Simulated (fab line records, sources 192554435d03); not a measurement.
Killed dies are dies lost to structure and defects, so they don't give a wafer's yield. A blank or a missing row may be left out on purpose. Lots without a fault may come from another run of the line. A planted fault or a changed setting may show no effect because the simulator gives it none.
A struck lot beside a sound one | flow n5_finfet | 15 steps out of a route of 1938
Sound: wafers L973.2, L973.3, L973.5. Struck: wafers L987.3, L987.4, L987.5. The cause comes at the end.
At each step with rows: each side's tool, then ch and its chambers, then its first start. Under that, the readings that differ: sound wafers | struck wafers | difference of the means | sigmas: that difference in standard deviations of wafers without a fault.
alike: readings whose means differ by less than 2 such deviations, and words and numbers that are the same on both sides. not compared: withheld readings, readings that some wafer has no value for, bounds like >300 that may hide the same value, and numbers for which the record gives no deviation and whose values overlap.
The two part at a step that has a row with sigmas, a row that says differs or no value, or rows on one side only. Numbers that don't overlap but have no deviation are shown without sigmas and don't part them. A reading that every wafer of one side lacks parts them only if that side has two wafers or more.

first, 5 steps without rows for these wafers: N5_BEOL_M14_SOFTBAKE_05 (time 60 s); N5_BEOL_M14_EXPOSE_07 (exposes mask V13); N5_BEOL_M14_PEB_08 (peb time 90 s); N5_BEOL_M14_DEVELOP_09 (develop time 45 s); N5_BEOL_M14_HARDBAKE_14 (time 120 s).
N5_BEOL_M14_CD_MEAS_10: target cd 250 nm.
  sound on cd_sem-02 ch 0, day 11 03:06; struck on cd_sem-02 ch 0, day 14 13:42
  alike: cd_nm
N5_BEOL_M14_OVL_MEAS_11:
  sound on overlay-02 ch 0, day 11 03:08; struck on overlay-02 ch 0, day 14 13:44
  alike: V13_OVL
N5_BEOL_M14_INSPECT_12: inspects for defects (macro).
  sound on defect_inspect-02, day 11 03:09; struck on defect_inspect-01, day 14 13:45
  alike: raw_defect_count
N5_BEOL_M14_DESCUM_15: chemistry O2, time 7.9 s.
  sound on rie_diel-04 ch 0,1,3, day 11 03:11; struck on rie_diel-05 ch 0,2, day 14 13:56
  alike: chamber_pressure_mTorr, drypump_motor_current_A, oes_product_au, rf_fwd_power_W, rf_vpp_V, showerhead_plenum_p_Torr, throttle_valve_pct
  not compared: rf_hours_counter_h
N5_BEOL_M14_ETCH_59: etches BARC in N2/H2, target depth 89 nm, overetch 26.7 nm, time 67.9 s.
  sound on rie_diel-04 ch 0,1,3, day 11 03:13; struck on rie_diel-05 ch 0,2, day 14 13:58
  alike: chamber_pressure_mTorr, drypump_motor_current_A, oes_product_au, rf_fwd_power_W, rf_vpp_V, showerhead_plenum_p_Torr, throttle_valve_pct
  not compared: rf_hours_counter_h
N5_BEOL_M14_VIA_ETCH_16: etches SiO2 in C4F8/O2/Ar, target depth 1231.3 nm.
  sound on rie_diel-04 ch 0,1,3, day 11 03:16; struck on rie_diel-05 ch 0,2, day 14 14:01
  alike: O2_flow_sccm, chamber_pressure_mTorr, drypump_motor_current_A, he_inner_torr, oes_product_au, rf_fwd_power_W, rf_vpp_V, showerhead_plenum_p_Torr, throttle_valve_pct
N5_BEOL_M14_STRIP_63: strips in O2.
  sound on rie_diel-04 ch 0,1,3; struck on rie_diel-05 ch 0,2
  alike: chamber_pressure_mTorr, drypump_motor_current_A, oes_product_au, rf_vpp_V, showerhead_plenum_p_Torr, throttle_valve_pct
  not compared: rf_hours_counter_h
N5_BEOL_M14_STRIP_64: strips in O2.
  sound on rie_diel-04 ch 0,1,3, day 11 03:00; struck on rie_diel-05 ch 0,2, day 14 14:00
  no value came back on the struck wafers for any of 7 readings (bias_power_w (W), chamber_pressure_mTorr (mTorr) and others); on the sound wafers bias_power_w (W) reads 0 0 0
  reading                                    | sound | struck       | difference | sigmas
  model.BARC_of_BEOL_M14_COAT_58.thk_nm (nm) | 0 0 0 | 88.8 89 88.8 | +88.9      |
  not compared: rf_hours_counter_h
then, 2 steps without rows for these wafers: N5_BEOL_M14_STRIP_71 (strips in post etch residue remover, time 60 s); N5_PASSIVATION_PROBE_49.

WHERE THEY PART
Only at N5_BEOL_M14_STRIP_64, within this record.

WHY: what the simulator had put in
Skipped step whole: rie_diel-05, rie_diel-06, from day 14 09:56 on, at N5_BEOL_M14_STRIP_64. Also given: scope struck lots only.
